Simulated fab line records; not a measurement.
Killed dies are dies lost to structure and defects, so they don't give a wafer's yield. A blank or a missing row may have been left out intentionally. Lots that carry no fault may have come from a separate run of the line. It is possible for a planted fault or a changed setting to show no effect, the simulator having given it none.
fab line records | flow n5-finfet
record: lots: 5 | wafers: 14 | last-day: 19
route steps=1938 shown SD_EPI_N@276 SD_EPI_P@295 MOL_CONTACT_COAG@537 PASSIVATION@1936
lots untouched by any fault: they come from a run of this same line in which no faults occurred
start-h: hours from the record's opening day to when the first of the lot's shown wafers began | wait-h: how many hours have passed since the lot's step before this one | " the same as in the row above | L1.1+2: one row covering several wafers at once | - no value, or no start given | * or withheld: withheld | < > ~ a bound
route shown NAME@n: NAME is a module with steps in the file, n the number in the route of the first one | usual: mean/standard deviation of fault-free wafers | same: alike in all rows | chamber/n: place in a boat | sites: each site's reading | _std_site: their standard deviation | _edge_site: mean of outer sites minus mean of inner sites | radius-mm: how far each site lies from the wafer's centre | mask NAME#n: copy n | behind: the tool/chamber that last shaped the wafer | hold: what put the lot on hold/how long, in hours/how the hold closed | device: which transistor (n, p or np) failed to switch | end of line: the tests these same wafers got at the end of their route | where a step has no rows: the recipe by itself | killed: at the first sort, the dies lost to defects and structure; wafer yield is something else | map: dies across one wafer; x = killed, . = not, _ = none there
set.NAME: the setting as run; set.NAME@STEP: as run at that earlier step | model.NAME: the simulator's own value behind a step, which no gauge read
certain route steps with their lots: each step a table, each wafer a row
services: the hour from which a tool's chamber was out of use, counted from the record's first day as start-h (under 0 if before that day), plus the number of hours and why
== steps ==
step: N5_SD_EPI_N_STRIP_36
recipe: chemistry: N2/H2 | temp-c: 40 | n2-flow-sccm: 200 | h2-flow-sccm: 200 | rf-frequency-hz: 6e+07
step: N5_SD_EPI_N_ETCHBACK_44
recipe: chemistry: CH3F/O2 | mode: anisotropic-etchback | target: SiNx | target-depth-a: 145 | stop-on: SiO2 | over-etch-frac: 0.3 | ion-energy-ev: 120 | pressure-mtorr: 30 | source-w: 395 | bias-w: 73 | Ar_flow_sccm: 150 | CH3F_flow_sccm: 30 | O2_flow_sccm: 20
step: N5_SD_EPI_N_ETCH_45
recipe: chemistry: CH3F/O2 | target: SiOCN | target-depth-a: 60 | mask-material: SOC | ion-energy-ev: 60 | bias-w: 29 | pressure-mtorr: 15 | source-w: 410 | Ar_flow_sccm: 150 | CH3F_flow_sccm: 30 | O2_flow_sccm: 20
step: N5_SD_EPI_N_ETCH_16
recipe: chemistry: CHF3/O2 | target: SiO2 | target-depth-a: 50 | mask-material: SOC | pressure-mtorr: 30 | source-w: 650 | bias-w: 170 | Ar_flow_sccm: 200 | CHF3_flow_sccm: 50 | O2_flow_sccm: 5 | ion-energy-ev: 200
step: N5_SD_EPI_N_STRIP_47
recipe: chemistry: CHF3/O2 | resist: SiARC | rf-frequency-hz: 6e+07
step: N5_SD_EPI_N_SD_RECESS_17
recipe: chemistry: HBr/Cl2/O2 | target-depth-a: 410 | mask-material: SOC | time-s: 23.7 | bt-time-s: 3 | pressure-mtorr: 10 | icp-w: 800 | bias-w: 112 | HBr_flow_sccm: 150 | Cl2_flow_sccm: 80 | O2_flow_sccm: 12
step: N5_SD_EPI_N_STRIP_38
recipe: chemistry: N2/H2 | power-w: 1000 | temp-c: 250 | h2-frac: 0.65 | overash-fraction: 0.3 | pressure-mtorr: withheld | n2-flow-sccm: 1750 | h2-flow-sccm: 3250
step: N5_SD_EPI_N_WET_ETCH_43
recipe: chemistry: dHF | dilution: withheld | time-s: 14 | target: SiO2 | target-depth-a: 15 | temp-c: 25
step: N5_SD_EPI_N_STRIP_18
recipe: chemistry: SPM | time-s: 750 | temp-c: 130 | h2so4-h2o2-vol-ratio: 4
step: N5_SD_EPI_N_SRD_20
recipe: dry: ipa-marangoni | do-ppb: 5 | time-s: 30 | temp-c: 23 | rinse-liquid: diw
step: N5_SD_EPI_N_PRECLEAN_48
recipe: chemistry: NF3:NH3 | afs-cycles: 2 | temp-c: 30 | time-s: 20 | sublimation-temp-c: 180 | sublimation-time-s: 60 | pressure-torr: 3 | rf-power-w: 30
step: N5_SD_EPI_N_VAPOR_ETCH_50
recipe: chemistry: HCl | target: Si | temp-c: 775 | time-s: 54 | pressure-torr: 20 | mode: isotropic
step: N5_SD_EPI_N_EPI_21
recipe: material: Si:P | dopant: P | temp-c: 680 | pressure-torr: 255 | time-s: 690
lot.wafer | tool         | chamber | start-h | wait-h | model.Si-P_of_SD_EPI_N_EPI_21.thk-nm
L348.2    | epi-rpcvd-03 | 0       | 61.64   | 0.4    | 57.2
L348.3    | "            | 0       | "       | "      | 58
L348.4    | "            | 0       | "       | "      | 58.4
L355.1    | epi-rpcvd-03 | 0       | 100.39  | 0.1    | 58.4
L355.3    | "            | 0       | "       | "      | 60
L355.6    | "            | 0       | "       | "      | 57.2
L358.4    | epi-rpcvd-03 | 0       | 116.90  | 1.2    | 57.4
L358.6    | "            | 0       | "       | "      | 56.8
L361.3    | epi-rpcvd-03 | 0       | 134.38  | 0.9    | 60.2
L361.5    | "            | 0       | "       | "      | 59.8
L361.6    | "            | 0       | "       | "      | 58.4
L365.1    | epi-rpcvd-01 | 0       | 159.20  | 0.1    | 59.8
L365.2    | "            | 0       | "       | "      | 59.2
L365.6    | "            | 0       | 160.60  | 1.4    | 59.6
step: N5_SD_EPI_N_PRECLEAN_24
recipe: chemistry: O3/DIW | time-s: 60 | temp-c: 22 | o3-ppm: 10
step: N5_SD_EPI_N_SRD_25
recipe: time-s: 30 | temp-c: 23 | rinse-liquid: diw | dry: ipa-marangoni
step: N5_SD_EPI_N_PRECLEAN_49
recipe: chemistry: NF3:NH3 | afs-cycles: 1 | temp-c: 30 | time-s: 20 | sublimation-temp-c: 180 | sublimation-time-s: 60 | pressure-torr: 3 | rf-power-w: 30
step: N5_SD_EPI_N_LINER_46
recipe: material: SiNx | target-thk-a: 30 | temp-c: 400 | ald-precursor-family: SiH2I2 | ald-co-reactant: N2/H2-plasma | pressure-torr: 2
step: N5_SD_EPI_P_COAT_34
recipe: resist: SOC | temp-c: 250 | time-s: 60 | spin-rpm: 1500 | resist-thk-nm: 350
step: N5_SD_EPI_P_COAT_35
recipe: resist: SiARC | temp-c: 220 | time-s: 60 | spin-rpm: 1500 | resist-thk-nm: 35
step: N5_SD_EPI_P_COAT_03
recipe: resist: CAR-ArF-block | spin-rpm: 1500 | resist-thk-nm: 150
step: N5_SD_EPI_P_EBR_05
recipe: solvent: PGMEA | ebr-width-mm: 1.5
step: N5_SD_EPI_P_SOFTBAKE_04
recipe: temp-c: 110 | time-s: 60 | resist: CAR-ArF-block
step: N5_SD_EPI_P_EXPOSE_06
recipe: mask-id: SD_P_BLK | na: 1.35 | source-shape: conventional | sigma-outer: 0.8 | polarization: unpolarized | target-cd-nm: 240 | dose-mj: 39.5
step: N5_SD_EPI_P_PEB_07
recipe: peb-temp-c: 110 | peb-time-s: 60 | resist: CAR-ArF-block
step: N5_SD_EPI_P_DEVELOP_08
recipe: develop-time-s: 30 | developer: TMAH | resist: CAR-ArF-block | dev-temp-c: 23 | rinse-liquid: diw | dry: air-spin
step: N5_SD_EPI_P_DESCUM_14
recipe: chemistry: O2 | time-s: 7.9 | source-power-w: 50 | bias-power-w: 20 | pressure-mtorr: 20 | rf-frequency-hz: 2.712e+07 | temp-c: 40 | resist: CAR-ArF-block | o2-flow-sccm: 225
step: N5_SD_EPI_P_ETCH_36
recipe: chemistry: CF4 | target: SiARC | target-depth-a: 455 | mask-material: CAR-ArF-block | time-s: 75.8 | ion-energy-ev: 80 | pressure-mtorr: 40 | source-w: 545 | bias-w: 36 | Ar_flow_sccm: 100 | cf4-flow-sccm: 100 | ends: cleared
step: N5_SD_EPI_P_ETCH_37
recipe: chemistry: N2/H2 | target: SOC | overetch-a: 1080 | mask-material: SiARC | temp-c: 40 | ion-energy-ev: 100 | source-w: 3000 | bias-w: 133 | pressure-mtorr: 20 | time-s: 486 | n2-flow-sccm: 200 | h2-flow-sccm: 200 | ends: end-point
step: N5_SD_EPI_P_STRIP_38
recipe: chemistry: N2/H2 | temp-c: 40 | n2-flow-sccm: 200 | h2-flow-sccm: 200 | rf-frequency-hz: 6e+07
step: N5_SD_EPI_P_ETCHBACK_46
recipe: chemistry: CH3F/O2 | mode: anisotropic-etchback | target: SiNx | target-depth-a: 175 | stop-on: SiO2 | over-etch-frac: 0.3 | ion-energy-ev: 120 | pressure-mtorr: 30 | source-w: 395 | bias-w: 73 | Ar_flow_sccm: 150 | CH3F_flow_sccm: 30 | O2_flow_sccm: 20
step: N5_SD_EPI_P_ETCH_47
recipe: chemistry: CH3F/O2 | target: SiOCN | target-depth-a: 250 | mask-material: SOC | ion-energy-ev: 60 | bias-w: 29 | pressure-mtorr: 30 | source-w: 410 | Ar_flow_sccm: 150 | CH3F_flow_sccm: 30 | O2_flow_sccm: 20
step: N5_SD_EPI_P_ETCH_16
recipe: chemistry: CHF3/O2 | target: SiO2 | target-depth-a: 50 | mask-material: SOC | pressure-mtorr: 30 | source-w: 650 | bias-w: 170 | Ar_flow_sccm: 200 | CHF3_flow_sccm: 50 | O2_flow_sccm: 5 | ion-energy-ev: 200
step: N5_SD_EPI_P_STRIP_50
recipe: chemistry: CHF3/O2 | resist: SiARC | rf-frequency-hz: 6e+07
step: N5_SD_EPI_P_SD_RECESS_17
recipe: chemistry: HBr/Cl2/O2 | target-depth-a: 391 | bt-time-s: 3 | pressure-mtorr: 10 | icp-w: 800 | bias-w: 112 | HBr_flow_sccm: 150 | Cl2_flow_sccm: 80 | O2_flow_sccm: 12
step: N5_SD_EPI_P_WET_ETCH_45
recipe: chemistry: dHF | dilution: withheld | time-s: 10.7 | target: SiO2 | target-depth-a: 20 | temp-c: 25 | dry: ipa-marangoni | rinse-time-s: 30 | rinse-temp-c: 23
step: N5_SD_EPI_P_STRIP_40
recipe: chemistry: N2/H2 | power-w: 1000 | temp-c: 250 | h2-frac: 0.65 | overash-fraction: 0.3 | pressure-mtorr: withheld | n2-flow-sccm: 1750 | h2-flow-sccm: 3250
step: N5_SD_EPI_P_PRECLEAN_52
recipe: chemistry: O3/DIW | time-s: 60 | temp-c: 22 | o3-ppm: 10
step: N5_MOL_CONTACT_COAG_ETCH_15
recipe: chemistry: CH3F/O2 | target: SiNx | target-depth-a: 70 | mask-material: SOC | stop-on: Si:P | over-etch-frac: 0.75 | ion-energy-ev: 120 | pressure-mtorr: 30 | source-w: 395 | bias-w: 73 | Ar_flow_sccm: 150 | CH3F_flow_sccm: 30 | O2_flow_sccm: 20
usual: O2_flow_sccm: 20.00/0.057 | drypump-motor-current-A: 5.48/0.22 | oes-product-au: 0.58/0.053 | rf-vpp-V: 298.7/2.3 | showerhead-plenum-p-Torr: 2.00/0.06 | throttle-valve-pct: 16.28/0.23
lot.wafer | tool        | chamber | start-h | wait-h | O2_flow_sccm | drypump-motor-current-A | oes-product-au | rf-hours-counter-h | rf-vpp-V | showerhead-plenum-p-Torr | throttle-valve-pct | model.Si-P_of_SD_EPI_N_EPI_21.thk-nm
L348.2    | rie-diel-06 | 1       | 97.32   | 0.0    | 20.04        | 5.86                    | 0.60           | 60                 | 297.0    | 2.04                     | 15.89              | 56.4
L348.3    | "           | 3       | "       | "      | 19.99        | 5.33                    | 0.60           | 96                 | 300.0    | 2.02                     | 16.38              | 57.2
L348.4    | "           | 0       | "       | "      | 20.07        | 5.53                    | 0.57           | 151                | 298.2    | 1.92                     | 16.47              | 57.6
L355.1    | rie-diel-06 | 2       | 136.74  | 0.0    | 19.88        | 5.27                    | 0.54           | 177                | 301.0    | 2.00                     | 16.16              | 57.6
L355.3    | "           | 0       | "       | "      | 19.99        | 5.53                    | 0.56           | 166                | 298.2    | 1.91                     | 16.49              | 59.2
L355.6    | "           | 2       | "       | "      | 19.99        | 5.28                    | 0.54           | -                  | 301.7    | 2.00                     | 16.15              | 56.4
L358.4    | rie-diel-03 | 1       | 152.31  | 0.0    | 19.99        | 5.44                    | 0.66           | 32                 | 300.7    | 2.03                     | 15.88              | 56.6
L358.6    | "           | 0       | "       | "      | 19.91        | 5.45                    | 0.55           | -                  | 298.2    | 2.00                     | 16.31              | 56
L361.3    | rie-diel-03 | 3       | 170.96  | 0.0    | 20.08        | 5.32                    | 0.63           | 44                 | 298.3    | 2.03                     | 16.48              | 59.2
L361.5    | "           | 1       | "       | "      | 20.00        | 5.45                    | 0.65           | -                  | 300.0    | 2.03                     | 15.89              | 58.8
L361.6    | "           | 2       | "       | "      | 20.08        | 5.61                    | 0.55           | -                  | 293.5    | 1.84                     | 16.38              | 57.6
L365.1    | rie-diel-03 | 3       | 196.75  | 0.0    | 19.86        | 5.25                    | 0.63           | 53                 | 297.6    | 2.03                     | 16.49              | 59
L365.2    | "           | 2       | "       | "      | 19.90        | 5.60                    | 0.55           | 152                | 294.2    | 1.84                     | 16.40              | 58.4
L365.6    | "           | 0       | "       | "      | 19.96        | 5.46                    | 0.54           | -                  | 298.6    | 2.00                     | 16.32              | 58.8
step: N5_PASSIVATION_PROBE_49
usual: killed_at_M0_to_M3: 36/11 | killed_at_M4_up: 13/5.1 | killed-at-contacts: 14/4.9 | killed-at-front-end: 41/10 | killed-at-other: 3.4/2.6 | killed-dies: 107/16 | killed-open: 70/11 | killed-short: 36/7.8
same: gross-dies: 1180 | killed-at-back-side: 0
lot.wafer | tool      | chamber | start-h | wait-h | killed_at_M0_to_M3 | killed_at_M4_up | killed-at-contacts | killed-at-front-end | killed-at-other | killed-dies | killed-open | killed-short
L355.1    | prober-01 | -       | 340.21  | 0.0    | 25                 | 8               | 25                 | 37                  | 5               | 100         | 64          | 35
L355.3    | prober-01 | -       | 340.31  | 0.1    | 37                 | 8               | 20                 | 21                  | 3               | 89          | 68          | 20
L355.6    | prober-01 | -       | 340.46  | 0.3    | 24                 | 15              | 8                  | 34                  | 1               | 82          | 56          | 25
L361.6    | prober-01 | -       | 417.04  | 0.3    | 40                 | 17              | 10                 | 29                  | 6               | 102         | 61          | 39
killed by level:class
L355.1 MOL_CONTACT_COAG:geometric-particle:open=17 STI_FIN_REVEAL:geometric-particle:open=8 MOL_CONTACT_COAG:geometric-particle:short=8 DUMMY_GATE:geometric-particle:open=6 BEOL_M1:geometric-particle:open=6 BEOL_M0_SAQP:geometric-particle:open=5 STARTING-WAFER:geometric-particle:short=5 GATE_CUT:geometric-particle:short=4
L355.3 MOL_CONTACT_COAG:geometric-particle:open=18 BEOL_M3:geometric-particle:open=14 BEOL_M0_SAQP:geometric-particle:open=11 FIN_SAQP:geometric-particle:short=5 STI_FIN_REVEAL:geometric-particle:open=5 FIN_SAQP:geometric-particle:open=3 DUMMY_GATE:geometric-particle:open=3 BEOL_M1:geometric-particle:open=3
L355.6 STI_FIN_REVEAL:geometric-particle:open=7 MOL_CONTACT_COAG:geometric-particle:open=6 DUMMY_GATE:geometric-particle:open=5 BEOL_M3:geometric-particle:open=5 FIN_SAQP:geometric-particle:open=4 BEOL_M0_SAQP:geometric-particle:short=4 BEOL_M1:geometric-particle:open=4 BEOL_M2:geometric-particle:open=4
L361.6 BEOL_M4:geometric-particle:open=12 BEOL_M2:geometric-particle:open=11 MOL_CONTACT_COAG:geometric-particle:open=7 BEOL_M0_SAQP:geometric-particle:open=7 BEOL_M0_SAQP:geometric-particle:short=6 BEOL_M1:geometric-particle:open=6 BEOL_M2:geometric-particle:short=5 STARTING-WAFER:geometric-particle:short=5
== services ==
tool         | chamber | start-h | hours | kind
rie-diel-03  | 1       | 49.50   | -     | clean
rie-diel-03  | 1       | 49.50   | -     | consumable-replace:focus-ring
rie-diel-03  | 1       | 49.50   | 19.6  | scheduled-down
rie-diel-03  | 1       | 49.50   | 19.6  | vent-cycle
rie-diel-03  | 2       | 52.97   | 7.7   | repair
rie-diel-06  | 1       | 110.57  | 8.0   | repair
epi-rpcvd-03 | -       | 118.02  | 6.0   | pm
== key ==
first-sign none at tools or gauges
model-effect: step: N5_SD_EPI_N_EPI_21 | value: Si-P_of_SD_EPI_N_EPI_21.thk-nm | without: 60 | struck: 57.45
model-effect: step: N5_MOL_CONTACT_COAG_ETCH_15 | value: Si-P_of_SD_EPI_N_EPI_21.thk-nm | without: 59 | struck: 56.5
met-at N5_SD_EPI_N_EPI_21
struck-wafers L355.6,L358.4,L358.6,L361.6
tester-left-out L355,L358,L361
onset-between 61.64 100.39
fault: kind: process-parameter-drift | tool: epi-rpcvd-03 | chamber: - | onset-h: 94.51 | steps: N5_SD_EPI_N_EPI_21 | channel: time-s | offset: * | shape: step | end-h: 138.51 | scope: struck-wafers-only | acts-in: * | stated: *
tester-left-out: of these lots the tester's yield and bins aren't shown, on N5 and GAA mostly nor the transistor test; their killed dies are dies lost to structure and defects alone, not to doping, threshold or leakage, so they don't give the yield
